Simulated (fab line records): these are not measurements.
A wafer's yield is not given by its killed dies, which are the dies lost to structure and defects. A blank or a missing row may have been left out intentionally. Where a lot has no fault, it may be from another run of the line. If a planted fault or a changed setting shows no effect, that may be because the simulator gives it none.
Chamber matching | flow nand-harc | NHARC_A_CONTACT_ALD_18 on ald-metal-02: 4 sister chambers
The step deposits TiN, target thk 3 nm, pulse time 1 s, ald cycles 150. 4 wafers are shown with their chamber, then 7 later ones without.

## WAFERS WITH THEIR CHAMBER
wafer  | chamber | heater-power-w (W)
L738.5 | 0       | 1040
L748.1 | 2       | 1006
L751.1 | 3       | 984
L751.2 | 1       | 1141

## WAFERS MISSING THEIR CHAMBER
wafer  | heater-power-w (W)
L751.6 | 1015
L754.3 | 1126
L754.4 | 1019
L754.5 | 1019
L757.1 | 981
L757.2 | 1003
L757.3 | 1126

## EACH ONE'S CHAMBER
wafer  | from the rows above          | in truth
L751.6 | can't be placed: 2 or 0 or 3 | 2
L754.3 | 1                            | 1
L754.4 | can't be placed: 2 or 0 or 3 | 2
L754.5 | can't be placed: 2 or 0 or 3 | 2
L757.1 | can't be placed: 3 or 2      | 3
L757.2 | can't be placed: 2 or 3      | 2
L757.3 | 1                            | 1
2 of 7 placed correctly. These rows do not allow placing 5 (true chamber among the candidates in 5). Placed wrongly: 0.
How it was worked out, from the rows above alone: a wafer's distance from a chamber is the root of the sum, over the readings, of the square of ((its reading less the chamber's mean) divided by the reading's scatter). If the next closest chamber is less than 2 further off than the closest, the wafer can't be placed; otherwise it belongs to the closest. A chamber's mean is the mean of its shown wafers. The scatter: with one shown wafer a chamber, the root of the mean of the squares of how far each hidden wafer lies from its nearest shown one.
